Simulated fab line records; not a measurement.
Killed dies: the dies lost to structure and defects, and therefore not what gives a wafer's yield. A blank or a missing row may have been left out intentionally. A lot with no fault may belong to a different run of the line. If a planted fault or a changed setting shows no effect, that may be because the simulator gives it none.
fab line records | flow nand-harc
record: lots: 12 | wafers: 36 | last-day: 33
route steps=1302 shown A_M1@1195 A_BONDPAD@1215 END@1302
lots untouched by any fault: they come from a run of this same line in which no faults occurred
start-h: hours from the record's opening day to when the first of the lot's shown wafers began | wait-h: hours since the lot's step before | " identical to the entry in the row above | L1.1+2: several wafers, shown together as one row | - value missing, or start not given | * or withheld: withheld | < > ~ a bound
route shown NAME@n: names a module that has steps shown in the file, with the first one's number in the route | usual: the fault-free wafers' mean and standard deviation | same: alike in all rows | chamber/n: place in a boat | sites: readings site by site | _std_site: standard deviation across them | _edge_site: the outer-site mean with the inner-site mean subtracted | radius-mm: for every site, how far away it sits from the centre of the wafer | mask NAME#n: copy n | behind: the tool/chamber that last shaped the wafer | hold: cause of the lot's hold/its duration in hours/its outcome | device: the transistor (n, p or np) that didn't switch | end of line: tests of these same wafers at the route's end | step lacking rows: just its recipe | killed: the dies lost at the first sort to structure and to defects; this is not the yield of the wafer | map: shows each die of a wafer: x if killed, . if not, _ if none is there
set.NAME: the setting as run; set.NAME@STEP: as run at that earlier step | model.NAME: the simulator's own value behind a step, which no gauge read
route steps across a sampled set of lots; one table per step, one row per wafer
services: from which hour (start-h, from the record's first day; less than 0 if before it) a tool's chamber was out of use, for how many hours, and why
== steps ==
step: NHARC_A_M1_CMP_23
recipe: t-overpolish-s: 20 | target-thk-nm: 154.34
usual: motor-current-A: 12.8/1.4 | time-to-endpoint-s: 28.4/2
lot.wafer | tool   | chamber | start-h | wait-h | motor-current-A | time-to-endpoint-s
L327.4    | cmp-01 | 1       | 530.74  | -      | 12.0            | 24.2
L327.5    | "      | 2       | "       | "      | 12.6            | 27.8
L327.6    | "      | 3       | "       | "      | 13.6            | 27.0
L328.2    | cmp-02 | 2       | 535.80  | -      | 12.6            | 29.0
L328.3    | "      | 3       | "       | "      | 12.2            | 26.2
L328.5    | "      | 3       | "       | "      | 11.7            | 26.5
L329.2    | cmp-01 | 0       | 538.80  | -      | 14.8            | 31.9
L329.4    | "      | 1       | "       | "      | 11.9            | 29.2
L329.5    | "      | 3       | "       | "      | 13.3            | 29.1
L330.2    | cmp-02 | 0       | 564.63  | -      | 12.0            | 28.0
L330.3    | "      | 1       | "       | "      | 12.9            | 27.2
L330.1    | "      | 2       | "       | "      | 12.8            | 30.4
L332.4    | cmp-01 | 0       | 566.38  | -      | 16.6            | 26.7
L332.1    | "      | 1       | "       | "      | 12.6            | 26.5
L332.2    | "      | 2       | "       | "      | 12.2            | 27.6
L333.1    | cmp-02 | 3       | 570.84  | -      | 11.2            | 24.1
L333.3    | "      | 2       | "       | "      | 13.3            | 29.9
L333.5    | "      | 3       | "       | "      | 12.1            | 28.1
L334.3    | cmp-02 | 1       | 595.00  | -      | 12.3            | 25.2
L334.4    | "      | 2       | "       | "      | 13.8            | 28.0
L334.1    | "      | 0       | "       | "      | 11.3            | 28.1
L335.3    | cmp-01 | 3       | 596.41  | -      | 13.6            | 25.8
L335.1    | "      | 1       | "       | "      | 12.2            | 28.3
L335.6    | "      | 3       | "       | "      | 13.9            | 28.2
L336.1    | cmp-01 | 3       | 612.20  | -      | 13.5            | 30.5
L336.4    | "      | 1       | "       | "      | 11.4            | 30.8
L336.6    | "      | 3       | "       | "      | 13.0            | 30.8
L339.3    | cmp-01 | 1       | 652.01  | -      | 12.5            | 31.7
L339.4    | "      | 2       | "       | "      | 12.7            | 32.0
L339.6    | "      | 1       | "       | "      | 12.1            | 31.9
L347.2    | cmp-01 | 3       | 729.06  | -      | 13.3            | 30.1
L347.4    | "      | 0       | "       | "      | 16.0            | 26.5
L347.6    | "      | 0       | "       | "      | 15.5            | 27.3
L348.4    | cmp-01 | 0       | 743.63  | -      | 16.0            | 27.1
L348.2    | "      | 1       | "       | "      | 12.1            | 25.2
L348.6    | "      | 0       | "       | "      | 16.2            | 27.9
step: NHARC_A_BONDPAD_CD_MEAS_09
recipe: target-cd-nm: 500 | landing-energy-ev: 500
usual: cd-nm: 500.9/1.6
lot.wafer | tool      | chamber | start-h | wait-h | cd-nm
L327.4    | cd-sem-02 | 0       | 532.93  | -      | 500.2
L327.5    | "         | 0       | "       | "      | 500.2
L327.6    | "         | 0       | "       | "      | 500.0
L328.2    | cd-sem-01 | 0       | 538.20  | -      | 499.5
L328.3    | "         | 0       | "       | "      | 498.2
L328.5    | "         | 0       | "       | "      | 501.7
L329.2    | cd-sem-01 | 0       | 541.14  | -      | 503.4
L329.4    | "         | 0       | "       | "      | 502.0
L329.5    | "         | 0       | "       | "      | 501.6
L330.1    | cd-sem-03 | 0       | 567.00  | -      | 502.4
L330.2    | "         | 0       | "       | "      | 503.2
L330.3    | "         | 0       | "       | "      | 501.5
L332.1    | cd-sem-03 | 0       | 568.64  | -      | 501.6
L332.2    | "         | 0       | "       | "      | 500.4
L332.4    | "         | 0       | "       | "      | 501.5
L333.1    | cd-sem-02 | 0       | 573.23  | -      | 499.6
L333.3    | "         | 0       | "       | "      | 499.6
L333.5    | "         | 0       | "       | "      | 499.0
L334.1    | cd-sem-02 | 0       | 597.40  | -      | 498.7
L334.3    | "         | 0       | "       | "      | 500.3
L334.4    | "         | 0       | "       | "      | 499.3
L335.1    | cd-sem-01 | 0       | 598.80  | -      | 501.3
L335.3    | "         | 0       | "       | "      | 502.2
L335.6    | "         | 0       | "       | "      | 502.0
L336.1    | cd-sem-03 | 0       | 614.47  | -      | 502.9
L336.4    | "         | 0       | "       | "      | 501.8
L336.6    | "         | 0       | "       | "      | 499.7
L339.3    | cd-sem-02 | 0       | 654.28  | -      | 504.0
L339.4    | "         | 0       | "       | "      | 501.9
L339.6    | "         | 0       | "       | "      | 503.2
L347.2    | cd-sem-02 | 0       | 732.13  | -      | 500.1
L347.4    | "         | 0       | "       | "      | 499.7
L347.6    | "         | 0       | "       | "      | 499.8
L348.2    | cd-sem-03 | 0       | 746.02  | -      | 497.6
L348.4    | "         | 0       | "       | "      | 499.3
L348.6    | "         | 0       | "       | "      | 498.2
step: NHARC_A_BONDPAD_CD_MEAS_13
usual: cd-nm: 500.3/1.8
lot.wafer | tool      | chamber | start-h | wait-h | cd-nm
L327.4    | cd-sem-02 | -       | 533.46  | -      | 499.4
L327.5    | "         | -       | "       | "      | 499.1
L327.6    | "         | -       | "       | "      | 500.0
L328.2    | cd-sem-01 | -       | 538.72  | -      | 498.8
L328.3    | "         | -       | "       | "      | 497.7
L328.5    | "         | -       | "       | "      | 501.7
L329.2    | cd-sem-01 | -       | 541.67  | -      | 503.4
L329.4    | "         | -       | "       | "      | 501.5
L329.5    | "         | -       | "       | "      | 501.8
L330.1    | cd-sem-03 | -       | 567.53  | -      | 501.3
L330.2    | "         | -       | "       | "      | 502.2
L330.3    | "         | -       | "       | "      | 500.2
L332.1    | cd-sem-02 | -       | 569.17  | -      | 500.9
L332.2    | "         | -       | "       | "      | 501.1
L332.4    | "         | -       | "       | "      | 500.4
L333.1    | cd-sem-01 | -       | 573.76  | -      | 499.4
L333.3    | "         | -       | "       | "      | 499.3
L333.5    | "         | -       | "       | "      | 497.6
L334.1    | cd-sem-02 | -       | 597.94  | -      | 497.6
L334.3    | "         | -       | "       | "      | 498.8
L334.4    | "         | -       | "       | "      | 498.5
L335.1    | cd-sem-02 | -       | 599.33  | -      | 500.9
L335.3    | "         | -       | "       | "      | 501.9
L335.6    | "         | -       | "       | "      | 502.2
L336.1    | cd-sem-03 | -       | 615.00  | -      | 501.9
L336.4    | "         | -       | "       | "      | 502.3
L336.6    | "         | -       | "       | "      | 499.6
L339.3    | cd-sem-02 | -       | 654.81  | -      | 503.3
L339.4    | "         | -       | "       | "      | 501.0
L339.6    | "         | -       | "       | "      | 501.9
L347.2    | cd-sem-01 | -       | 732.65  | -      | 498.9
L347.4    | "         | -       | "       | "      | 499.3
L347.6    | "         | -       | "       | "      | 499.1
L348.2    | cd-sem-03 | -       | 746.55  | -      | 496.7
L348.4    | "         | -       | "       | "      | 497.7
L348.6    | "         | -       | "       | "      | 497.0
step: NHARC_A_BONDPAD_ETCH_24
recipe: target-depth-a: 300 | over-etch-frac: 0.3 | time-s: 72.99 | ion-energy-ev: 150 | cf4-flow-sccm: 50 | n2-flow-sccm: 100 | ar-flow-sccm: 150 | rf-w: 300 | bias-w: 100 | chemistry: CF4/N2
usual: drypump-motor-current-A: 5.9/0.48 | oes-product-au: 0.999/0.0078 | rf-fwd-power-W: 297.3/1.1 | rf-vpp-V: 314.3/2 | run-length-s: 94.2/0.45 | showerhead-plenum-p-Torr: 2.63/0.098 | throttle-valve-pct: 19.795/0.0092
same: over-etch-frac: 0.3
lot.wafer | tool        | chamber | start-h | wait-h | drypump-motor-current-A | oes-product-au | rf-fwd-power-W | rf-hours-counter-h | rf-vpp-V | run-length-s | showerhead-plenum-p-Torr | throttle-valve-pct
L327.4    | rie-diel-08 | 1       | 533.67  | -      | 6.1                     | 0.994          | 298.0          | 27                 | 311.5    | 94.1         | 2.53                     | 19.806
L327.6    | "           | 1       | "       | "      | 6.1                     | 0.985          | 298.6          | -                  | 310.8    | 94.2         | 2.53                     | 19.784
L327.5    | "           | 2       | "       | "      | 5.6                     | 0.980          | 295.3          | -                  | 316.8    | 94.1         | 2.75                     | 19.803
L328.2    | rie-diel-07 | 0       | 538.95  | -      | 6.2                     | 1.004          | 297.8          | 2                  | 311.9    | 94.6         | 2.51                     | 19.801
L328.3    | "           | 1       | "       | "      | 5.7                     | 0.996          | 295.2          | 1                  | 316.8    | 93.5         | 2.76                     | 19.797
L328.5    | "           | 0       | "       | "      | 6.1                     | 1.000          | 298.6          | -                  | 313.4    | 93.9         | 2.51                     | 19.799
L329.4    | rie-diel-09 | 2       | 541.89  | -      | 6.1                     | 1.001          | 297.8          | 8                  | 317.9    | 94.1         | 2.81                     | 19.803
L329.2    | "           | 1       | "       | "      | 4.7                     | 1.018          | 298.4          | 9                  | 313.6    | 94.7         | 2.64                     | 19.796
L329.5    | "           | 3       | "       | "      | 6.4                     | 1.005          | 297.6          | -                  | 315.7    | 93.5         | 2.62                     | 19.798
L330.2    | rie-diel-07 | 0       | 567.76  | -      | 6.2                     | 1.012          | 297.5          | 2                  | 312.0    | 94.1         | 2.51                     | 19.787
L330.1    | "           | 1       | "       | "      | 5.7                     | 0.995          | 296.5          | 2                  | 317.7    | 94.0         | 2.76                     | 19.793
L330.3    | "           | 2       | "       | "      | 5.1                     | 1.003          | 298.2          | 2                  | 315.3    | 94.5         | 2.64                     | 19.779
L332.1    | rie-diel-07 | 2       | 569.40  | -      | 5.1                     | 1.009          | 298.9          | 2                  | 314.9    | 94.1         | 2.64                     | 19.778
L332.2    | "           | 3       | "       | "      | 6.5                     | 0.998          | 296.9          | 2                  | 313.8    | 95.4         | 2.59                     | 19.802
L332.4    | "           | 1       | "       | "      | 5.8                     | 1.003          | 297.1          | 2                  | 316.3    | 93.5         | 2.76                     | 19.790
L333.3    | rie-diel-07 | 2       | 574.00  | -      | 5.1                     | 1.002          | 298.6          | 2                  | 313.4    | 93.9         | 2.64                     | 19.801
L333.1    | "           | 3       | "       | "      | 6.5                     | 0.992          | 298.6          | 2                  | 313.6    | 94.9         | 2.59                     | 19.777
L333.5    | "           | 1       | "       | "      | 5.7                     | 1.006          | 297.1          | -                  | 316.1    | 93.5         | 2.76                     | 19.787
L334.1    | rie-diel-08 | 1       | 598.18  | -      | 6.1                     | 0.994          | 297.6          | 6                  | 311.2    | 94.4         | 2.52                     | 19.800
L334.4    | "           | 2       | "       | "      | 5.6                     | 0.990          | 296.4          | 6                  | 316.3    | 94.4         | 2.74                     | 19.801
L334.3    | "           | 3       | "       | "      | 5.9                     | 1.010          | 298.2          | 7                  | 317.3    | 94.8         | 2.73                     | 19.795
L335.3    | rie-diel-07 | 2       | 599.57  | -      | 5.0                     | 0.979          | 298.2          | 3                  | 314.7    | 94.5         | 2.64                     | 19.797
L335.1    | "           | 3       | "       | "      | 6.5                     | 0.989          | 297.9          | 3                  | 314.6    | 94.7         | 2.59                     | 19.792
L335.6    | "           | 0       | "       | "      | 6.1                     | 0.995          | 297.5          | -                  | 311.1    | 94.2         | 2.51                     | 19.794
L336.4    | rie-diel-07 | 0       | 615.23  | -      | 6.1                     | 1.016          | 297.5          | 4                  | 310.9    | 94.4         | 2.51                     | 19.794
L336.1    | "           | 2       | "       | "      | 5.1                     | 1.004          | 297.7          | 4                  | 315.1    | 94.7         | 2.64                     | 19.791
L336.6    | "           | 3       | "       | "      | 6.5                     | 1.003          | 297.9          | -                  | 315.2    | 94.8         | 2.59                     | 19.807
L339.4    | rie-diel-09 | 0       | 655.04  | -      | 6.0                     | 1.020          | 296.3          | 48                 | 310.5    | 94.6         | 2.44                     | 19.796
L339.3    | "           | 2       | "       | "      | 6.1                     | 1.003          | 298.1          | 51                 | 317.5    | 94.1         | 2.79                     | 19.782
L339.6    | "           | 3       | "       | "      | 6.4                     | 1.008          | 298.2          | -                  | 313.3    | 93.4         | 2.61                     | 19.789
L347.4    | rie-diel-07 | 3       | 732.88  | -      | 6.5                     | 0.993          | 299.2          | 2                  | 313.3    | 95.0         | 2.59                     | 19.786
L347.2    | "           | 0       | "       | "      | 6.2                     | 0.997          | -              | 2                  | 312.5    | 74.6         | 2.51                     | 19.796
L347.6    | "           | 3       | "       | "      | 6.6                     | 0.999          | 298.8          | -                  | 311.8    | 94.8         | 2.59                     | 19.799
L348.4    | rie-diel-08 | 3       | 746.78  | -      | 5.9                     | 1.000          | 297.0          | 3                  | 316.5    | 94.8         | 2.72                     | 19.792
L348.2    | "           | 1       | "       | "      | 6.1                     | 0.994          | 297.1          | 4                  | 312.6    | 94.2         | 2.51                     | 19.808
L348.6    | "           | 2       | "       | "      | 5.6                     | 0.999          | 294.9          | -                  | 316.2    | 94.5         | 2.73                     | 19.787
step: NHARC_END_SORT_01
recipe: temp-c: 25
usual: defect-limited-yield: 91.7/2.8 | killed-at-array: 52/19 | killed-at-other: 0.8/1 | killed-at-periphery: 3.7/2.5 | killed-dies: 56/19 | killed-open: 3.5/2 | killed-short: 2.2/1.4 | sort_bin_2_pct: 2.9/1.2 | sort_bin_3_pct: 0.6/0.36 | sort_bin_4_pct: 4.8/1.6 | sort-n-pass: 621/19 | sort-rim-yield-pct: 92/3.9 | sort-yield-pct: 91.7/2.8
same: gross-dies: 677 | sort_bin_5_pct[%]: 0 | sort_bin_6_pct[%]: 0 | sort_bin_7_pct[%]: 0 | sort_bin_8_pct[%]: 0 | sort-rim-n-gross: 106.00
lot.wafer | tool      | chamber | start-h | wait-h | defect-limited-yield[%] | killed-at-array | killed-at-other | killed-at-periphery | killed-dies | killed-open | killed-short | sort_bin_2_pct[%] | sort_bin_3_pct[%] | sort_bin_4_pct[%] | sort-n-pass | sort-rim-yield-pct[%] | sort-yield-pct[%]
L347.2    | prober-01 | 0       | 763.80  | 2.8    | 92.3                    | 48              | 1               | 3                   | 52          | 3           | 2            | 3.1               | 0.9               | 3.7               | 625         | 90                    | 92.3
killed by level:class
L347.2 A_CHANNEL_HOLE_D1:chamber-film-flake=21 A_CONTACT:chamber-film-flake=9 A_SLIT:chamber-film-flake=5 A_STAIRCASE:chamber-film-flake=3 P_GATE:chamber-film-flake=2 A_BONDPAD:area-etch=2 A_DECK1_JOINT:geometric-particle:short=1 A_CHANNEL_HOLE_D2:geometric-particle:open=1
== services ==
tool        | chamber | start-h | hours | kind
cmp-02      | -       | 511.17  | 1.7   | repair
cmp-02      | -       | 520.25  | 0.9   | repair
cmp-02      | -       | 526.50  | 4.0   | pm
rie-diel-08 | -       | 546.12  | 9.0   | pm
cmp-01      | -       | 546.28  | 0.2   | repair
cmp-01      | -       | 577.64  | 4.0   | pm
cmp-01      | -       | 581.64  | -     | consumable-replace:conditioner
cmp-01      | -       | 581.64  | -     | consumable-replace:pad
cmp-02      | -       | 583.45  | 1.9   | repair
cmp-02      | -       | 624.50  | 4.0   | pm
rie-diel-07 | -       | 648.20  | 9.0   | pm
rie-diel-08 | 2       | 650.03  | 5.1   | repair
cmp-01      | -       | 659.90  | 0.8   | repair
cmp-01      | -       | 664.05  | 0.3   | repair
cmp-01      | -       | 664.96  | 0.2   | repair
rie-diel-07 | -       | 671.52  | 0.3   | repair
cmp-01      | -       | 675.64  | 4.0   | pm
rie-diel-09 | -       | 676.71  | 9.0   | pm
rie-diel-07 | 2       | 682.05  | 21.1  | repair
rie-diel-08 | 0       | 693.17  | 7.0   | repair
rie-diel-09 | 0       | 718.17  | 5.7   | repair
cmp-02      | -       | 722.50  | 4.0   | pm
rie-diel-08 | -       | 723.12  | 9.0   | pm
cmp-01      | -       | 738.27  | 2.5   | repair
== key ==
first-sign: step: NHARC_A_BONDPAD_ETCH_24 | reading: run-length-s | direction: down | sigmas: 44 | usual: * | struck: *
effect none on later readings
met-at NHARC_A_BONDPAD_ETCH_24
struck-lots L347
struck-wafers L347.2
not-acting-at NHARC_A_M1_CMP_23,NHARC_A_BONDPAD_CD_MEAS_09,NHARC_A_BONDPAD_CD_MEAS_13
onset-between 615.23 732.88
fault: kind: process-parameter-drift | tool: rie-diel-07 | chamber: 0 | onset-h: 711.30 | steps: NHARC_A_BONDPAD_ETCH_24 | channel: time-s | offset: * | shape: step | end-h: 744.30 | acts-in: * | stated: *
